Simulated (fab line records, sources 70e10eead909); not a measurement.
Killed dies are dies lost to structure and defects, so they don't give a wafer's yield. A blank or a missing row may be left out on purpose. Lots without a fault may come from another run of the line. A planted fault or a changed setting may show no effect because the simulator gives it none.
A struck lot beside a sound one | flow nand_harc | 14 steps out of a route of 1302
Sound: wafers L894.1, L894.5, L894.6. Struck: wafers L888.1, L888.3, L888.6. The cause comes at the end.
At each step with rows: each side's tool, then ch and its chambers, then its first start. Under that, the readings that differ: sound wafers | struck wafers | difference of the means | sigmas: that difference in standard deviations of wafers without a fault.
alike: readings whose means differ by less than 2 such deviations, and words and numbers that are the same on both sides. not compared: withheld readings, readings that some wafer has no value for, bounds like >300 that may hide the same value, and numbers for which the record gives no deviation and whose values overlap.
The two part at a step that has a row with sigmas, a row that says differs or no value, or rows on one side only. Numbers that don't overlap but have no deviation are shown without sigmas and don't part them. A reading that every wafer of one side lacks parts them only if that side has two wafers or more.

first, 9 steps without rows for these wafers: NHARC_A_STAIRCASE_DEHYDRATE_302 (time 120 s); NHARC_A_STAIRCASE_HMDS_303 (time 30 s); NHARC_A_STAIRCASE_COAT_304; NHARC_A_STAIRCASE_SOFTBAKE_305 (time 170 s); NHARC_A_STAIRCASE_EBR_306; NHARC_A_STAIRCASE_EXPOSE_307 (exposes mask CHOP 50); NHARC_A_STAIRCASE_PEB_308 (peb time 130 s); NHARC_A_STAIRCASE_DEVELOP_309 (time 140 s); NHARC_A_STAIRCASE_HARDBAKE_311 (time 140 s).
NHARC_A_STAIRCASE_DESCUM_312: chemistry O2, time 3 s.
  sound on rie_diel-13 ch 0,1,2, day 23 19:55; struck on rie_diel-13 ch 2, day 22 01:08
  alike: drypump_motor_current_A, o2_flow_sccm, oes_product_au, rf_vpp_V, showerhead_plenum_p_Torr, throttle_valve_pct
  not compared: rf_hours_counter_h
NHARC_A_STAIRCASE_ETCH_313: etches the open film in CF4/CHF3.
  sound on rie_diel-13 ch 0,2,3, day 23 20:05; struck on rie_diel-13 ch 0,2, day 22 01:17
  alike: cf4_flow_sccm, drypump_motor_current_A, oes_product_au, rf_vpp_V, showerhead_plenum_p_Torr, throttle_valve_pct
  not compared: rf_hours_counter_h
NHARC_A_STAIRCASE_HM_OPEN_463: chemistry O2/COS.
  sound on rie_diel-13 ch 0,2,3, day 23 20:16; struck on rie_diel-13 ch 2,3, day 22 01:33
  no value came back on the struck wafers for any of 8 readings (bias_w (W), chamber_pressure_mTorr (mTorr) and others); on the sound wafers bias_w (W) reads 299.6 299.9 300.3
  not compared: rf_hours_counter_h
then, 1 step without rows for these wafers: NHARC_A_STAIRCASE_STRIP_464 (strips in O2/COS).
-- the record jumps here: 7 days lie between the struck wafers' starts before and after (it left off in module A_STAIRCASE and takes up again in module END, whose first step shown is number 1302 of the route) --
NHARC_END_SORT_01:
  the record has rows for the struck wafers here (prober-02 ch 0, day 29 01:41) and none for the sound ones

WHERE THEY PART
First at NHARC_A_STAIRCASE_HM_OPEN_463; last, within this record, at NHARC_END_SORT_01.

WHY: what the simulator had put in
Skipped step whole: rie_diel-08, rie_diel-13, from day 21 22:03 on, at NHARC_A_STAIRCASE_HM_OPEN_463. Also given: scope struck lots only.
